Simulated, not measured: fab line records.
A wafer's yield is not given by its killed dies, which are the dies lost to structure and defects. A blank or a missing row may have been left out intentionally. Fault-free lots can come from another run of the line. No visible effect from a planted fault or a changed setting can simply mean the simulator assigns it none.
Chamber matching	flow n5-finfet	4 sister chambers for N5_FIN_CUT_CUT_ETCH_15 on rie-si-05
The step etches Si in HBr/Cl2/O2, target depth 100 nm, bt time 10 s, time 42.4 s. 14 wafers are shown with their chamber, then 7 later ones without.

== WAFERS PAIRED WITH THEIR CHAMBERS ==
wafer	chamber	throttle-valve-pct (%)	he-backside-leak-sccm (sccm)	oes-product-au (a.u.)
L075.2	3	37.51	3.5	1.010
L075.4	1	37.27	3.0	1.002
L075.6	0	37.24	2.9	0.985
L077.1	2	36.83	2.6	0.996
L077.3	0	37.24	2.8	0.994
L077.6	3	37.51	3.3	1.013
L081.2	2	36.83	2.5	1.003
L081.3	1	37.28	2.9	1.003
L081.5	1	37.28	2.8	0.991
L083.1	3	37.50	3.4	1.008
L083.2	1	37.28	2.8	0.997
L083.4	2	36.82	2.6	1.012
L086.1	0	37.26	2.7	0.985
L086.3	1	37.28	2.9	1.002

SIGNATURES, as means of the wafers listed above
reading	chamber 0	chamber 1	chamber 2	chamber 3	scatter within a chamber
throttle-valve-pct	37.2467	37.2780	36.8267	37.5067	0.00693
he-backside-leak-sccm	2.800	2.880	2.567	3.400	0.0864
oes-product-au	0.98800	0.99900	1.00367	1.01033	0.00545
Rule: distance of a wafer from a chamber = root of the sum over the readings of ((wafer's reading minus chamber's mean) / reading's scatter) squared. The wafer belongs to the nearest chamber; if the next one is less than 2 further off, it can't be placed. The scatter: take each reading less its chamber's mean, square it, sum over the shown wafers, divide by the number of wafers less the number of chambers, and take the root.

== WAFERS WITHOUT THEIR CHAMBER ==
wafer	throttle-valve-pct (%)	he-backside-leak-sccm (sccm)	oes-product-au (a.u.)
L086.6	36.83	2.5	1.005
L093.1	37.27	2.7	0.999
L093.2	36.83	2.5	1.004
L093.4	37.53	3.2	1.013
L094.1	37.24	2.9	0.988
L094.2	37.52	3.5	1.006
L094.5	37.26	3.0	0.996

== WHICH CHAMBER EACH WENT THROUGH ==
wafer	from the rows above	in truth
L086.6	2	2
L093.1	can't be placed: 1 or 0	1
L093.2	2	2
L093.4	3	3
L094.1	0	0
L094.2	3	3
L094.5	can't be placed: 1 or 0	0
Correct placement for 5 of the 7. From these rows, 2 cannot be placed; in 2 the true chamber is one of the candidates. Number placed wrongly: 0.
